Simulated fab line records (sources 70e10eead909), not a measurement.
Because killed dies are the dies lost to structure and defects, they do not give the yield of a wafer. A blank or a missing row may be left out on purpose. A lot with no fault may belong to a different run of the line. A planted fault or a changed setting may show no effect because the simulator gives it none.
Matching of chambers	flow nand_harc	3 sister chambers for NHARC_P_GATE_DEP_103 on pecvd-04
The step deposits SiON, target thk 30 nm. 6 wafers are shown with their chamber, then 11 later ones without.

## WAFERS, EACH WITH ITS CHAMBER
wafer	chamber	heater_power_w (W)
L081.5	2	824
L082.4	0	613
L085.2	1	635
L085.3	0	628
L085.6	1	632
L087.1	2	855

## WAFERS WITHOUT THEIR CHAMBER
wafer	heater_power_w (W)
L087.5	659
L087.6	821
L091.1	701
L091.4	730
L091.5	703
L096.2	610
L096.3	656
L096.5	670
L097.2	748
L097.3	640
L097.5	628

## EACH ONE'S CHAMBER
wafer	from the rows above	in truth
L087.5	can't be placed: 1 or 0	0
L087.6	2	2
L091.1	can't be placed: 1 or 0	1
L091.4	can't be placed: 1 or 0 or 2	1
L091.5	can't be placed: 1 or 0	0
L096.2	can't be placed: 0 or 1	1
L096.3	can't be placed: 1 or 0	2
L096.5	can't be placed: 1 or 0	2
L097.2	can't be placed: 2 or 1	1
L097.3	can't be placed: 1 or 0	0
L097.5	can't be placed: 1 or 0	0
1 of 11 placed correctly. Not placeable from these rows: 10 (in 8, the candidates include the true chamber). 0 placed wrongly.
How it was worked out, from the rows above alone: a wafer's distance from a chamber is the root of the sum, over the readings, of the square of ((its reading less the chamber's mean) divided by the reading's scatter). If the next closest chamber is less than 2 further off than the closest, the wafer can't be placed; otherwise it belongs to the closest. A chamber's mean is the mean of its shown wafers. The scatter: the root of (the sum of the squares of (reading less its chamber's mean) over the shown wafers, divided by (wafers less chambers)).
